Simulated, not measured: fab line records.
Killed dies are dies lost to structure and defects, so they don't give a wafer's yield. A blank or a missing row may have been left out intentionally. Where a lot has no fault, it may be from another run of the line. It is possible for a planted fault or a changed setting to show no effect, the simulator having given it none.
Split-lot study -- flow n5 finfet -- route with 1938 steps; 7 lots, 39 wafers read

ABOUT THE SPLIT
At N5_SD_EPI_N_LINER_46 (material SiNx, target thk 3 nm), the setting target thk a was moved away from the recipe's 30 angstrom on 18 of the 39 wafers read, by -10.0% to +14.8%. This setting was run at the recipe's value on the other wafers.

FROM THE SPLIT TO THE READING: what the file shows between them, 5 steps
- N5_SD_EPI_P_ETCHBACK_46: etches SiNx in CH3F/O2, stops on SiO2, target depth 17.5 nm (also split here: over etch frac)
- N5_SD_EPI_P_ETCH_47: etches SiOCN in CH3F/O2, target depth 25 nm
- N5_SD_EPI_P_ETCH_16: etches SiO2 in CHF3/O2, target depth 5 nm
- N5_SD_EPI_P_PRECLEAN_52: cleans in O3/DIW, time 60 s
- N5_SD_EPI_P_SRD_20: time 30 s

THE READING
SiNx_of_SD_EPI_N_LINER_46.thk nm (the simulator's own value, which no gauge read), in nm, at N5_SD_EPI_P_PRECLEAN_51 (cleans in NF3:NH3, afs cycles 1, time 20 s, sublimation time 60 s). There is no usual value for it anywhere in the file.

wafer,"tool, chamber at the split","target thk a as run, angstrom",against the recipe,"SiNx_of_SD_EPI_N_LINER_46.thk nm, nm",against lot-mates on the recipe
L076.1,"ald sin-03, 0,1,3",34.45,+14.8%,3,+0.4
L076.2,"ald sin-03, 0,1,3",34.45,+14.8%,3,+0.4
L076.3,"ald sin-03, 0,1,3",34.45,+14.8%,3,+0.4
L076.4,"ald sin-03, 2,3,2",30,recipe,2.6,-
L076.5,"ald sin-03, 2,3,2",30,recipe,2.6,-
L076.6,"ald sin-03, 2,3,2",30,recipe,2.6,-
L082.3,"ald sin-01, 1,2,3",30,recipe,2.6,-
L082.5,"ald sin-01, 1,2,3",30,recipe,2.6,-
L082.6,"ald sin-01, 1,2,3",30,recipe,2.6,-
L083.1,"ald sin-03, 0,3,0",27,-10.0%,2.2,-0.4
L083.5,"ald sin-03, 0,3,0",27,-10.0%,2.2,-0.4
L083.2,"ald sin-03, 0,3,0",27,-10.0%,2.4,-0.2
L083.3,"ald sin-03, 2,1,1",30,recipe,2.6,-
L083.4,"ald sin-03, 2,1,1",30,recipe,2.6,-
L083.6,"ald sin-03, 2,1,1",30,recipe,2.6,-
L085.1,"ald sin-03, 3,0,3",30,recipe,2.6,-
L085.5,"ald sin-03, 3,0,3",30,recipe,2.6,-
L085.6,"ald sin-03, 3,0,3",30,recipe,2.6,-
L085.2,"ald sin-03, 0,2,1",28.76,-4.1%,2.4,-0.2
L085.3,"ald sin-03, 0,2,1",28.76,-4.1%,2.4,-0.2
L085.4,"ald sin-03, 0,2,1",28.76,-4.1%,2.4,-0.2
L087.1,"ald sin-02, 0,2,1",30,recipe,2.6,-
L087.2,"ald sin-02, 0,2,1",30,recipe,2.6,-
L087.3,"ald sin-02, 0,2,1",30,recipe,2.6,-
L087.4,"ald sin-02, 3,3,2",28.31,-5.6%,2.4,-0.2
L087.5,"ald sin-02, 3,3,2",28.31,-5.6%,2.4,-0.2
L087.6,"ald sin-02, 3,3,2",28.31,-5.6%,2.4,-0.2
L089.1,"ald sin-03, 0,1,0",31.73,+5.8%,2.8,+0.2
L089.4,"ald sin-03, 0,1,0",31.73,+5.8%,2.8,+0.2
L089.5,"ald sin-03, 0,1,0",31.73,+5.8%,2.8,+0.2
L089.2,"ald sin-03, 3,2,3",30,recipe,2.6,-
L089.3,"ald sin-03, 3,2,3",30,recipe,2.6,-
L089.6,"ald sin-03, 3,2,3",30,recipe,2.6,-
L096.1,"ald sin-02, 0,2,0",30,recipe,2.6,-
L096.2,"ald sin-02, 0,2,0",30,recipe,2.6,-
L096.5,"ald sin-02, 0,2,0",30,recipe,2.6,-
L096.3,"ald sin-02, 1,1,2",31.84,+6.1%,2.8,+0.2
L096.4,"ald sin-02, 1,1,2",31.84,+6.1%,2.8,+0.2
L096.6,"ald sin-02, 1,1,2",31.84,+6.1%,2.8,+0.2
The file does not say which wafer passed through which chamber wherever a row lists several chambers: such a row stands for several wafers.

THE FIT
A straight line over all 39 wafers: SiNx_of_SD_EPI_N_LINER_46.thk nm changes by +0.0311 nm for each +1% of target thk a; r = +0.98; the points scatter about the line by 0.038 nm.
The same after taking each lot's own level away (the mean of its wafers on the recipe; 39 wafers): +0.0311 nm for each +1%; r = +0.98; scatter 0.038 nm.
The reading moves by 0.46 nm for the largest change in target thk a, on that fit.
The lots' own levels span 2.60 to 2.60 nm.
So the lot-to-lot level changes the slope little: the two slopes agree.
Check: with one of the wafers moved furthest among these (+14.8%) left out of the fit, the line predicts +0.461 nm for it against its lot-mates. It came out at +0.4 nm against them.

OTHER SPLITS APPLIED TO THESE WAFERS
These wafers also went through other splits before the reading. Each is held against what the fit with the lots' levels taken away leaves over:
other split on the same wafers,wafers away from the commonest value,r with SiNx_of_SD_EPI_N_LINER_46.thk nm (lot level and that fit taken away)
N5_DUMMY_GATE_EXPOSE_12 dose mj,9,-0.02
N5_DUMMY_GATE_ETCH_32 time s,12,-0.21
N5_SD_EPI_P_ETCHBACK_46 over etch frac,9,+0.10

THE WHOLE CHAIN: every reading that the file lists as answering this split, in the file's order
step,what it does,reading,change (the file's fit),r (the file's)
N5_SD_EPI_N_LINER_46,"material SiNx, target thk 3 nm","SiNx_of_SD_EPI_N_LINER_46.thk nm (the simulator's own value, which no gauge read)",+0.0324 nm for each +1% of the setting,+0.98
N5_SD_EPI_P_PRECLEAN_51,"cleans in NF3:NH3, afs cycles 1, time 20 s, sublimation time 60 s","SiNx_of_SD_EPI_N_LINER_46.thk nm (the simulator's own value, which no gauge read)",+0.0309 nm for each +1% of the setting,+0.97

THE FILE'S OWN FIT
SiNx_of_SD_EPI_N_LINER_46.thk nm changes by +0.0309 nm for each +1% of target thk a, r = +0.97.
